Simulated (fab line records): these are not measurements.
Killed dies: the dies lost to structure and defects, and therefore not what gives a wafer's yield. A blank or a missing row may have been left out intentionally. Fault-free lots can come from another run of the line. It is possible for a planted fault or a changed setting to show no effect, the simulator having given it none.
fab line records ; flow nand-harc
record: lots: 6; wafers: 18; last-day: 32
route steps=1302 shown A_CONTACT@1012 END@1302
lots untouched by any fault: they come from a run of this same line in which no faults occurred
start-h: start of the lot's first displayed wafer, in hours after the record's first day ; wait-h: hours from the lot's prior step to this one ; " repeats the value in the row above ; L1.1+2: a row that stands for several wafers ; - value missing, or start not given ; * or withheld: withheld ; < > ~ a bound
route shown NAME@n: NAME is a module with steps in the file, n the number in the route of the first one ; usual: mean/standard deviation taken from wafers without a fault ; same: alike in all rows ; chamber/n: place in a boat ; sites: the reading at each site ; _std_site: how widely they spread, as a standard deviation ; _edge_site: inner sites' mean taken away from outer sites' mean ; radius-mm: for every site, how far away it sits from the centre of the wafer ; mask NAME#n: copy n ; behind: the last tool/chamber to shape the wafer ; hold: why the lot went on hold/how many hours it stayed there/how the hold came to an end ; device: the transistor (n, p or np) that didn't switch ; end of line: at the end of the route, the tests of the same wafers ; a step with no rows: only its recipe ; killed: not the wafer's yield, but the dies lost to structure and defects at the first sort ; map: per-die view of a wafer (x killed, . not killed, _ where there is no die)
set.NAME: setting as actually run; set.NAME@STEP: the setting as run at that earlier step ; model.NAME: the simulator's own value behind a step, which no gauge read
a table for each step, a row for each wafer; lots at some steps of the route
services: a tool's chamber out of use, with start hour (start-h, from the record's first day; less than 0 if before it), hours out, and reason
== steps ==
step: NHARC_A_CONTACT_ETCH_118
recipe: source-w: withheld; pressure-mtorr: 20; bias-v: 3000; time-s: 190; target-depth-a: 18500; ar-flow-sccm: withheld; c4f8-flow-sccm: withheld; o2-flow-sccm: withheld; chemistry: C4F8/O2/Ar
usual: run-length-s: 190/0
lot.wafer;tool;chamber;start-h;wait-h;rf-hours-counter-h;run-length-s
L586.2;har-cap-etch-03;0;504.73;0.1;43;190
L586.4;har-cap-etch-03;0;504.73;0.1;-;190
L586.5;har-cap-etch-03;1;504.73;0.1;-;190
L585.3;har-cap-etch-02;0;506.56;0.1;-;190
L585.4;har-cap-etch-02;1;506.56;0.1;-;190
L585.6;har-cap-etch-02;1;506.56;0.1;-;190
L593.1;har-cap-etch-01;0;589.22;0.1;14;190
L593.4;har-cap-etch-01;0;589.22;0.1;-;190
L593.6;har-cap-etch-01;0;589.22;0.1;-;190
L595.2;har-cap-etch-02;1;594.15;0.1;104;190
L595.4;har-cap-etch-02;1;594.15;0.1;-;190
L595.5;har-cap-etch-02;0;594.15;0.1;-;190
L602.2;har-cap-etch-01;0;664.50;0.1;29;190
L602.4;har-cap-etch-01;1;664.50;0.1;-;190
L602.6;har-cap-etch-01;1;664.50;0.1;-;190
L604.2;har-cap-etch-01;1;688.31;0.1;35;190
L604.3;har-cap-etch-01;0;688.31;0.1;-;190
L604.6;har-cap-etch-01;1;688.31;0.1;-;190
step: NHARC_A_CONTACT_ETCH_119
recipe: source-w: withheld; pressure-mtorr: 20; bias-v: 3000; time-s: 190; target-depth-a: 18500; ar-flow-sccm: withheld; c4f8-flow-sccm: withheld; o2-flow-sccm: withheld; chemistry: C4F8/O2/Ar
usual: run-length-s: 190/0
lot.wafer;tool;chamber;start-h;wait-h;rf-hours-counter-h;run-length-s
L586.2;har-cap-etch-03;0;504.90;0.1;43;190
L586.4;har-cap-etch-03;0;504.90;0.1;-;190
L586.5;har-cap-etch-03;1;504.90;0.1;-;190
L585.3;har-cap-etch-02;0;506.74;0.1;-;190
L585.4;har-cap-etch-02;1;506.74;0.1;-;190
L585.6;har-cap-etch-02;1;506.74;0.1;-;190
L593.1;har-cap-etch-01;0;589.39;0.1;14;190
L593.4;har-cap-etch-01;0;589.39;0.1;-;190
L593.6;har-cap-etch-01;0;589.39;0.1;-;190
L595.2;har-cap-etch-02;1;594.32;0.1;104;190
L595.4;har-cap-etch-02;1;594.32;0.1;-;190
L595.5;har-cap-etch-02;0;594.32;0.1;-;190
L602.2;har-cap-etch-01;0;664.67;0.1;30;190
L602.4;har-cap-etch-01;1;664.67;0.1;-;190
L602.6;har-cap-etch-01;1;664.67;0.1;-;190
L604.2;har-cap-etch-01;1;688.48;0.1;35;190
L604.3;har-cap-etch-01;0;688.48;0.1;-;190
L604.6;har-cap-etch-01;1;688.48;0.1;-;190
step: NHARC_A_CONTACT_ETCH_120
recipe: source-w: withheld; pressure-mtorr: 20; bias-v: 3000; time-s: 190; target-depth-a: 18500; ar-flow-sccm: withheld; c4f8-flow-sccm: withheld; o2-flow-sccm: withheld; chemistry: C4F8/O2/Ar
usual: run-length-s: 190/0
lot.wafer;tool;chamber;start-h;wait-h;rf-hours-counter-h;run-length-s
L586.2;har-cap-etch-03;0;505.07;0.1;44;190
L586.4;har-cap-etch-03;0;505.07;0.1;-;190
L586.5;har-cap-etch-03;1;505.07;0.1;-;190
L585.3;har-cap-etch-02;0;506.91;0.1;-;190
L585.4;har-cap-etch-02;1;506.91;0.1;-;190
L585.6;har-cap-etch-02;1;506.91;0.1;-;190
L593.1;har-cap-etch-01;0;589.56;0.1;14;190
L593.4;har-cap-etch-01;0;589.56;0.1;-;190
L593.6;har-cap-etch-01;0;589.56;0.1;-;190
L595.2;har-cap-etch-02;1;594.49;0.1;104;190
L595.4;har-cap-etch-02;1;594.49;0.1;-;190
L595.5;har-cap-etch-02;0;594.49;0.1;-;190
L602.2;har-cap-etch-01;0;664.84;0.1;30;190
L602.4;har-cap-etch-01;1;664.84;0.1;-;190
L602.6;har-cap-etch-01;1;664.84;0.1;-;190
L604.2;har-cap-etch-01;1;688.65;0.1;35;190
L604.3;har-cap-etch-01;0;688.65;0.1;-;190
L604.6;har-cap-etch-01;1;688.65;0.1;-;190
step: NHARC_A_CONTACT_ETCH_121
recipe: source-w: withheld; pressure-mtorr: 20; bias-v: 3000; time-s: 190; target-depth-a: 18500; ar-flow-sccm: withheld; c4f8-flow-sccm: withheld; o2-flow-sccm: withheld; chemistry: C4F8/O2/Ar
usual: run-length-s: 190/0
lot.wafer;tool;chamber;start-h;wait-h;rf-hours-counter-h;run-length-s
L586.2;har-cap-etch-03;0;505.24;0.1;44;190
L586.4;har-cap-etch-03;0;505.24;0.1;-;190
L586.5;har-cap-etch-03;1;505.24;0.1;-;190
L585.3;har-cap-etch-02;0;507.08;0.1;-;190
L585.4;har-cap-etch-02;1;507.08;0.1;-;190
L585.6;har-cap-etch-02;1;507.08;0.1;-;190
L593.1;har-cap-etch-01;0;589.73;0.1;15;190
L593.4;har-cap-etch-01;0;589.73;0.1;-;190
L593.6;har-cap-etch-01;0;589.73;0.1;-;190
L595.2;har-cap-etch-02;1;594.67;0.1;104;190
L595.4;har-cap-etch-02;1;594.67;0.1;-;190
L595.5;har-cap-etch-02;0;594.67;0.1;-;190
L602.2;har-cap-etch-01;0;665.01;0.1;30;190
L602.4;har-cap-etch-01;1;665.01;0.1;-;190
L602.6;har-cap-etch-01;1;665.01;0.1;-;190
L604.2;har-cap-etch-01;1;688.81;0.1;35;190
L604.3;har-cap-etch-01;0;688.81;0.1;-;190
L604.6;har-cap-etch-01;1;688.81;0.1;-;190
step: NHARC_A_CONTACT_ETCH_122
recipe: source-w: withheld; pressure-mtorr: 20; bias-v: 3000; time-s: 190; target-depth-a: 18500; ar-flow-sccm: withheld; c4f8-flow-sccm: withheld; o2-flow-sccm: withheld; chemistry: C4F8/O2/Ar
step: NHARC_A_CONTACT_ETCH_123
recipe: source-w: withheld; pressure-mtorr: 20; bias-v: 400; time-s: 490; target-depth-a: 21100; ar-flow-sccm: withheld; c4f8-flow-sccm: 11.5; o2-flow-sccm: 7.2; chemistry: C4F8/O2/Ar
step: NHARC_A_CONTACT_ETCH_90
recipe: target-depth-a: 400; over-etch-frac: 0.5; time-s: 85.7; ion-energy-ev: 120; ch3f-flow-sccm: 50; o2-flow-sccm: 30; ar-flow-sccm: 200; rf-w: 500; bias-w: 100; chemistry: CH3F/O2
step: NHARC_A_CONTACT_ETCH_96
recipe: target-depth-a: 200; over-etch-frac: 0.5; time-s: 10; ion-energy-ev: 250; c4f6-flow-sccm: 25; o2-flow-sccm: 20; ar-flow-sccm: 500; rf-w: 600; bias-w: 500; chemistry: C4F6/O2
usual: drypump-motor-current-A: 5.8/0.54; oes-product-au: 0.967/0.027; rf-vpp-V: 546.1/2.6; run-length-s: 31.0/0.36; showerhead-plenum-p-Torr: 3.89/0.12; throttle-valve-pct: 26.902/0.0087
lot.wafer;tool;chamber;start-h;wait-h;drypump-motor-current-A;oes-product-au;rf-hours-counter-h;rf-vpp-V;run-length-s;showerhead-plenum-p-Torr;throttle-valve-pct
L586.4;rie-diel-06;1;-;-;6.2;0.942;3;549.7;30.8;4.10;26.913
L586.2;rie-diel-06;3;-;-;6.5;0.952;3;547.6;30.5;4.00;26.912
L586.5;rie-diel-06;1;-;-;6.2;0.941;-;551.1;30.8;4.10;26.910
L585.3;rie-diel-06;0;-;-;5.0;0.944;3;545.7;30.9;3.89;26.904
L585.4;rie-diel-06;3;-;-;6.5;0.962;3;548.5;30.4;4.00;26.888
L585.6;rie-diel-06;0;-;-;5.0;0.946;-;545.1;30.8;3.90;26.915
L593.1;rie-diel-06;1;592.48;1.1;6.3;0.964;22;550.9;30.8;4.09;26.907
L593.4;rie-diel-06;3;592.48;1.1;6.5;0.974;-;547.7;30.4;3.99;26.900
L593.6;rie-diel-06;0;592.48;1.1;5.0;0.974;-;547.3;31.1;3.88;26.902
L595.4;rie-diel-06;0;-;-;5.0;0.942;21;545.3;31.0;3.88;26.906
L595.2;rie-diel-06;1;-;-;6.2;0.944;22;549.6;31.4;4.09;26.901
L595.5;rie-diel-06;3;-;-;6.5;0.942;-;546.4;30.3;3.99;26.898
L602.4;rie-diel-13;0;-;-;5.4;0.939;51;545.5;30.9;3.90;26.903
L602.2;rie-diel-13;1;-;-;5.7;0.955;41;544.4;30.8;3.78;26.909
L602.6;rie-diel-13;0;-;-;5.4;0.949;-;547.4;30.5;3.90;26.901
L604.3;rie-diel-06;0;-;-;5.0;1.009;3;546.8;31.1;3.88;26.907
L604.2;rie-diel-06;1;-;-;6.2;1.021;4;549.7;31.0;4.08;26.888
L604.6;rie-diel-06;0;-;-;5.0;1.012;-;545.7;31.7;3.88;26.904
step: NHARC_A_CONTACT_CD_MEAS_53
usual: cd-nm: 289.7/1
lot.wafer;tool;chamber;start-h;wait-h;cd-nm
L586.2;cd-sem-03;-;506.75;-;289.0
L586.4;cd-sem-03;-;506.75;-;290.9
L586.5;cd-sem-03;-;506.75;-;290.7
L585.3;cd-sem-02;-;508.58;-;290.2
L585.4;cd-sem-02;-;508.58;-;290.5
L585.6;cd-sem-02;-;508.58;-;290.9
L593.1;cd-sem-02;-;592.57;-;290.4
L593.4;cd-sem-02;-;592.57;-;289.8
L593.6;cd-sem-02;-;592.57;-;290.9
L595.2;cd-sem-03;-;596.21;-;289.4
L595.4;cd-sem-03;-;596.21;-;289.3
L595.5;cd-sem-03;-;596.21;-;288.9
L602.2;cd-sem-03;-;666.54;-;288.9
L602.4;cd-sem-03;-;666.54;-;289.5
L602.6;cd-sem-03;-;666.54;-;288.9
L604.2;cd-sem-01;-;690.35;-;290.7
L604.3;cd-sem-01;-;690.35;-;288.5
L604.6;cd-sem-01;-;690.35;-;289.4
step: NHARC_A_CONTACT_STRIP_99
recipe: n2-flow-sccm: 150; h2-flow-sccm: 150; ar-flow-sccm: 0; bias-w: 0; chemistry: N2/H2
step: NHARC_A_CONTACT_STRIP_100
recipe: cf4-flow-sccm: 100; chf3-flow-sccm: 30; ar-flow-sccm: 0; bias-w: 0; chemistry: CF4/CHF3
step: NHARC_A_CONTACT_STRIP_101
recipe: o2-flow-sccm: 400; cos-flow-sccm: 20; ar-flow-sccm: 0; bias-w: 0; chemistry: O2/COS
step: NHARC_A_CONTACT_ETCH_102
recipe: target-depth-a: 1000; overetch-a: 100; time-s: 55; ion-energy-ev: 100; cf4-flow-sccm: 80; o2-flow-sccm: 20; ar-flow-sccm: 0; rf-w: 300; bias-w: 100; chemistry: CF4/O2
usual: drypump-motor-current-A: 5.8/0.52; oes_f_703_au: 1.000/0.005; oes-product-au: 0.998/0.014; rf-vpp-V: 197.4/1.1; run-length-s: 76.1/0.42; showerhead-plenum-p-Torr: 1.32/0.041; throttle-valve-pct: 13.396/0.0095
lot.wafer;tool;chamber;start-h;wait-h;drypump-motor-current-A;oes_f_703_au;oes-product-au;rf-hours-counter-h;rf-vpp-V;run-length-s;showerhead-plenum-p-Torr;throttle-valve-pct
L586.2;rie-diel-06;2;507.04;0.1;5.6;1.006;0.996;3;197.0;77.0;1.26;13.414
L586.4;rie-diel-06;3;507.04;0.1;6.5;1.005;1.003;3;197.6;75.5;1.36;13.391
L586.5;rie-diel-06;3;507.04;0.1;6.5;1.001;1.005;-;198.5;75.5;1.36;13.388
L585.3;rie-diel-01;1;508.86;0.1;4.8;0.998;0.986;38;195.8;75.7;1.32;13.399
L585.4;rie-diel-01;2;508.86;0.1;5.2;0.999;1.000;34;198.1;76.4;1.33;13.395
L585.6;rie-diel-01;2;508.86;0.1;5.3;1.002;1.003;-;197.3;76.1;1.33;13.389
L593.1;rie-diel-06;0;592.89;0.1;5.0;0.997;0.995;21;198.6;72.3;1.32;13.388
L593.6;rie-diel-06;1;592.89;0.1;6.2;1.004;0.998;-;201.3;76.2;1.40;13.422
L593.4;rie-diel-06;3;592.89;0.1;6.5;1.004;1.013;-;197.8;75.7;1.36;13.397
L595.2;rie-diel-06;0;596.50;0.1;5.0;1.007;0.991;21;197.7;72.2;1.32;13.393
L595.4;rie-diel-06;3;596.50;0.1;6.5;0.997;1.001;20;198.1;76.2;1.36;13.392
L595.5;rie-diel-06;0;596.50;0.1;5.0;1.002;0.994;-;196.8;72.1;1.32;13.409
L602.4;rie-diel-13;3;666.84;0.1;6.3;1.000;0.973;42;196.3;76.1;1.30;13.392
L602.2;rie-diel-13;1;666.84;0.1;5.7;0.993;1.000;41;197.1;76.0;1.28;13.405
L602.6;rie-diel-13;2;666.84;0.1;5.9;0.997;0.977;-;196.6;76.3;1.28;13.397
L604.3;rie-diel-06;2;690.70;0.1;5.6;1.004;1.001;4;195.4;76.8;1.25;13.399
L604.2;rie-diel-06;3;690.70;0.1;6.5;1.006;0.986;3;199.1;75.8;1.35;13.395
L604.6;rie-diel-06;3;690.70;0.1;6.5;0.998;0.987;-;197.7;75.5;1.35;13.399
step: NHARC_A_CONTACT_STRIP_55
recipe: o2-flow-sccm: 500; ar-flow-sccm: 0; bias-w: 0; chemistry: O2
step: NHARC_END_SORT_01
recipe: temp-c: 25
usual: killed-at-array: 55/17; killed-at-other: 0.9/1.2; killed-at-periphery: 3.7/2.5; killed-dies: 59/18; killed-open: 3.4/1.9; killed-short: 2.6/1.6
same: gross-dies: 677
lot.wafer;tool;chamber;start-h;wait-h;hold;killed-at-array;killed-at-other;killed-at-periphery;killed-dies;killed-open;killed-short
L586.2;prober-01;0;573.51;2.8;-;39;2;7;48;4;3
L586.4;prober-01;0;575.11;3.4;-;32;0;2;34;2;0
L586.5;prober-01;0;575.91;3.7;-;42;2;5;49;3;2
L585.3;prober-01;0;582.06;3.1;-;59;0;2;61;1;4
L585.4;prober-01;0;582.85;3.4;-;54;1;4;59;2;2
L585.6;prober-01;0;584.43;3.9;-;51;2;1;54;3;3
L593.1;prober-01;0;665.48;2.5;await-dispo/4.8h/release;150;1;3;154;2;3
L593.4;prober-01;0;667.84;3.4;await-dispo/4.8h/release;73;3;6;82;3;6
L593.6;prober-01;0;669.41;3.9;await-dispo/4.8h/release;60;2;4;66;1;1
L595.2;prober-01;0;674.01;2.8;await-dispo/2.6h/release;162;1;7;170;6;3
L595.4;prober-01;0;675.61;3.4;await-dispo/2.6h/release;47;0;7;54;4;4
L595.5;prober-01;0;676.41;3.7;await-dispo/2.6h/release;167;0;9;176;5;0
L602.2;prober-02;0;732.29;2.8;-;39;0;3;42;0;4
L602.4;prober-02;0;733.90;3.4;-;48;0;5;53;2;3
L602.6;prober-02;0;735.51;4.0;-;50;0;2;52;4;2
L604.2;prober-01;0;753.41;2.8;-;57;1;1;59;8;5
L604.3;prober-01;0;754.21;3.1;-;52;0;3;55;1;1
L604.6;prober-01;0;756.60;4.0;-;61;0;2;63;3;2
killed by level:class
L586.2 A_SLIT:chamber-film-flake=25 A_CHANNEL_HOLE_D2:chamber-film-flake=6 P_M0:chamber-film-flake=4 P_CONTACT:geometric-particle:open=2 A_WL_FILL:chamber-film-flake=2 A_CONTACT:chamber-film-flake=2 A_ONON_D1:geometric-particle:short=1 A_CHANNEL_FILL_D1:geometric-particle:short=1
L586.4 A_SLIT:chamber-film-flake=17 A_CHANNEL_HOLE_D1:chamber-film-flake=6 A_CHANNEL_HOLE_D2:chamber-film-flake=4 A_WL_FILL:chamber-film-flake=3 P_M0:geometric-particle:open=1 A_ONON_D2:geometric-particle:open=1 P_GATE:chamber-film-flake=1 A_CONTACT:chamber-film-flake=1
L586.5 A_SLIT:chamber-film-flake=23 A_CHANNEL_HOLE_D2:chamber-film-flake=6 A_WL_FILL:chamber-film-flake=4 A_CHANNEL_FILL_D2:geometric-particle:open=2 P_ZERO_WELL:chamber-film-flake=2 P_M0:chamber-film-flake=2 A_CHANNEL_HOLE_D1:chamber-film-flake=2 A_STAIRCASE:chamber-film-flake=2
L585.3 A_CHANNEL_HOLE_D1:chamber-film-flake=34 A_CHANNEL_HOLE_D2:chamber-film-flake=9 A_CONTACT:chamber-film-flake=5 A_STAIRCASE:chamber-film-flake=4 A_ONON_D1:geometric-particle:short=2 A_DECK1_JOINT:chamber-film-flake=2 A_CHANNEL_FILL_D2:geometric-particle:short=1 A_WL_FILL:geometric-particle:short=1
L585.4 A_CHANNEL_HOLE_D1:chamber-film-flake=34 A_CHANNEL_HOLE_D2:chamber-film-flake=8 A_STAIRCASE:chamber-film-flake=7 P_STI:chamber-film-flake=2 A_CONTACT:chamber-film-flake=2 P_GATE:geometric-particle:short=1 P_GATE:geometric-particle:open=1 A_ONON_D2:geometric-particle:open=1
L585.6 A_CHANNEL_HOLE_D1:chamber-film-flake=34 A_CHANNEL_HOLE_D2:chamber-film-flake=6 A_CONTACT:chamber-film-flake=4 A_STAIRCASE:chamber-film-flake=2 P_CONTACT:geometric-particle:open=1 A_ONON_D1:geometric-particle:open=1 A_CHANNEL_FILL_D2:geometric-particle:short=1 A_WL_FILL:geometric-particle:short=1
L593.1 A_CONTACT:area-etch=82 A_SLIT:chamber-film-flake=36 A_CHANNEL_HOLE_D1:chamber-film-flake=24 A_ONON_D1:geometric-particle:short=2 P_ZERO_WELL:chamber-film-flake=2 A_DECK1_JOINT:geometric-particle:open=1 A_WL_FILL:geometric-particle:short=1 A_BLC:geometric-particle:open=1
L593.4 A_SLIT:chamber-film-flake=29 A_CHANNEL_HOLE_D1:chamber-film-flake=28 P_BONDPAD:chamber-film-flake=4 A_STAIRCASE:chamber-film-flake=4 A_SOURCE_PLATE:geometric-particle:open=2 A_ZERO_WELL:chamber-film-flake=2 A_CHANNEL_HOLE_D2:chamber-film-flake=2 THIN_TSV:chamber-film-flake=2
L593.6 A_CHANNEL_HOLE_D1:chamber-film-flake=28 A_SLIT:chamber-film-flake=23 P_BONDPAD:chamber-film-flake=2 A_CHANNEL_HOLE_D2:unspecified=2 A_CONTACT:chamber-film-flake=2 THIN_TSV:chamber-film-flake=2 A_DECK1_JOINT:geometric-particle:short=1 A_DECK1_JOINT:geometric-particle:open=1
L595.2 A_CONTACT:area-etch=110 A_CHANNEL_HOLE_D1:chamber-film-flake=28 A_CONTACT:chamber-film-flake=5 P_STI:chamber-film-flake=3 A_STAIRCASE:chamber-film-flake=3 A_CHANNEL_FILL_D1:chamber-film-flake=3 P_ZERO_WELL:chamber-film-flake=2 A_CHANNEL_HOLE_D2:chamber-film-flake=2
L595.4 A_CHANNEL_HOLE_D1:chamber-film-flake=31 A_STAIRCASE:chamber-film-flake=4 P_STI:chamber-film-flake=3 P_CONTACT:geometric-particle:open=2 A_CHANNEL_FILL_D1:geometric-particle:short=2 A_CHANNEL_FILL_D1:chamber-film-flake=2 A_ONON_D1:geometric-particle:short=1 A_CHANNEL_FILL_D1:geometric-particle:open=1
L595.5 A_CONTACT:area-etch=115 A_CHANNEL_HOLE_D1:chamber-film-flake=35 P_STI:chamber-film-flake=6 A_STAIRCASE:chamber-film-flake=5 A_CONTACT:chamber-film-flake=5 P_GATE:geometric-particle:open=2 A_CHANNEL_FILL_D1:geometric-particle:open=1 A_WL_FILL:geometric-particle:open=1
L602.2 A_CHANNEL_HOLE_D1:chamber-film-flake=30 A_CHANNEL_HOLE_D1:geometric-particle:short=2 A_SLIT:chamber-film-flake=2 A_CHANNEL_FILL_D1:chamber-film-flake=2 P_CONTACT:geometric-particle:short=1 A_WL_FILL:geometric-particle:short=1 P_GATE:chamber-film-flake=1 P_M1:chamber-film-flake=1
L602.4 A_CHANNEL_HOLE_D1:chamber-film-flake=31 A_SLIT:chamber-film-flake=4 A_CHANNEL_FILL_D2:geometric-particle:short=2 P_M1:chamber-film-flake=2 A_CONTACT:chamber-film-flake=2 A_CHANNEL_HOLE_D2:chamber-film-flake=2 A_BLC:chamber-film-flake=2 P_CONTACT:geometric-particle:open=1
L602.6 A_CHANNEL_HOLE_D1:chamber-film-flake=29 A_SLIT:chamber-film-flake=5 A_CONTACT:chamber-film-flake=3 A_CHANNEL_HOLE_D2:chamber-film-flake=2 A_BLC:chamber-film-flake=2 P_M2:geometric-particle:open=1 A_CHANNEL_FILL_D2:geometric-particle:open=1 A_SGD_CUT:geometric-particle:short=1
L604.2 A_SLIT:chamber-film-flake=22 A_CHANNEL_HOLE_D1:chamber-film-flake=15 A_CONTACT:chamber-film-flake=4 A_ONON_D1:geometric-particle:short=3 A_CHANNEL_FILL_D2:geometric-particle:open=2 A_CHANNEL_FILL_D1:chamber-film-flake=2 P_CONTACT:geometric-particle:open=1 A_CHANNEL_FILL_D1:geometric-particle:open=1
L604.3 A_SLIT:chamber-film-flake=29 A_CHANNEL_HOLE_D1:chamber-film-flake=11 A_CONTACT:chamber-film-flake=3 P_M1:chamber-film-flake=2 A_DECK1_JOINT:chamber-film-flake=2 A_CHANNEL_HOLE_D2:chamber-film-flake=2 A_CHANNEL_FILL_D1:geometric-particle:short=1 A_DECK1_JOINT:geometric-particle:open=1
L604.6 A_SLIT:chamber-film-flake=30 A_CHANNEL_HOLE_D1:chamber-film-flake=11 A_CONTACT:chamber-film-flake=5 A_DECK1_JOINT:chamber-film-flake=4 A_CHANNEL_FILL_D2:chamber-film-flake=3 P_M1:geometric-particle:open=1 A_CHANNEL_FILL_D1:geometric-particle:short=1 A_DECK1_JOINT:geometric-particle:short=1
map L593.1 (x killed, . not)
____________.____________
_________......._________
_______...x......._______
______.............______
_____........x......_____
____.......x.x.x...x.____
____.x........x..x..x____
___..................x___
___x..x.....x.........___
__x.xx..x.......x.x..x.__
__...xx.xx.............__
_...xxxx.x.....x........_
_.xxxxxxxx......x.x.x..._
_..xxx.xxxx.xx...x.....x_
_..xxxxxx..x.x..x......x_
_xxxxxxx..xx.x.........x_
...xxxxxx.......x.x...x..
..x.x.x.xx..........xx..x
.....xxx.....x....x.....x
....xx....x.x..x.xxx.x..x
..x....x....x...xx....x..
_.......xx.......x...x.x_
_xx.........x...x.....x._
_......x........x......._
_..x..............xx..x._
_..........x..xx..xx.xx._
__..............x..x..x__
__..................xx.__
___.........x........x___
___........x.........x___
____........xx....x..____
____.......xx........____
_____..x..x.....x..._____
______.............______
_______....x......_______
_________......._________
____________.____________
map L595.5 (x killed, . not)
____________x____________
_________x......_________
_______...x.....xx_______
______..........x..______
_____.............x._____
____.....x...x.......____
____x......x.x....x.x____
___x..............x...___
___......x.....x...x.x___
__x.................x.x__
__......x..........xxxx__
_..x.x.x.x...xx.....x.xx_
_...xxx.x........x.xx.xx_
_..x.xx....xx....x.....x_
_...xxxx.x....x......xxx_
_..xx.xxx.....x.x...x.xx_
..x.xxxxx......xx.....x..
.....xxx.............x.xx
xx..xx..x......xx...x.xxx
.xx...xxxx.........x..x.x
....x..x...............x.
_....x....x......x..x..x_
_...................xxxx_
_x.............x.x..x.x._
_..x............x...xxxx_
_.......x.......x......x_
__..xx.............x.xx__
__..................xx.__
___..............x....___
___.............x.xx.x___
____.x.x...x..x..x.xx____
____....x......xxx.xx____
_____x..x.x...x...x._____
______x..x...x...xx______
_______xx......x.x_______
_________.xxxx.._________
____________.____________
== services ==
tool;chamber;start-h;hours;kind
rie-diel-06;-;484.24;9.0;pm
rie-diel-06;0;484.24;9.0;vent-cycle
rie-diel-06;1;484.24;9.0;vent-cycle
rie-diel-06;2;484.24;9.0;vent-cycle
rie-diel-06;3;484.24;9.0;vent-cycle
rie-diel-06;0;493.24;-;clean
rie-diel-06;1;493.24;-;clean
rie-diel-06;2;493.24;-;clean
har-cap-etch-01;-;497.00;17.0;pm
har-cap-etch-01;0;497.00;17.0;vent-cycle
har-cap-etch-01;1;497.00;17.0;vent-cycle
har-cap-etch-01;0;514.00;-;clean
har-cap-etch-01;0;514.00;-;consumable-replace:focus-ring
har-cap-etch-01;1;514.00;-;clean
har-cap-etch-02;-;515.90;0.5;repair
rie-diel-13;-;519.00;9.0;pm
rie-diel-01;-;539.76;0.4;repair
rie-diel-01;-;560.59;9.0;pm
rie-diel-06;2;586.16;8.3;repair
har-cap-etch-01;-;624.35;0.1;repair
har-cap-etch-03;-;648.00;0.6;repair
rie-diel-13;3;648.51;3.9;repair
rie-diel-06;-;661.24;9.0;pm
rie-diel-01;1;671.97;9.8;repair
== key ==
first-sign: step: NHARC_A_CONTACT_ETCH_102; reading: run-length-s; direction: down; sigmas: 9.3; usual: *; struck: *
effect: step: NHARC_END_SORT_01; reading: killed-dies; direction: up; sigmas: 6.1; usual: 59; struck: 167
more-kills-born-at: NHARC_A_CONTACT_ETCH_102@rie-diel-06: 307
met-at NHARC_A_CONTACT_ETCH_102
struck-wafers L593.1,L595.2,L595.5
tester-left-out L593,L595
fault: kind: process-parameter-drift; tool: rie-diel-06; chamber: 0; onset-h: 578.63; steps: NHARC_A_CONTACT_ETCH_102; channel: time-s; offset: *; shape: step; end-h: 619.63; acts-in: *; stated: *
tester-left-out: of these lots the tester's yield and bins aren't shown, on N5 and GAA mostly nor the transistor test; their killed dies are dies lost to structure and defects alone, not to doping, threshold or leakage, so they don't give the yield
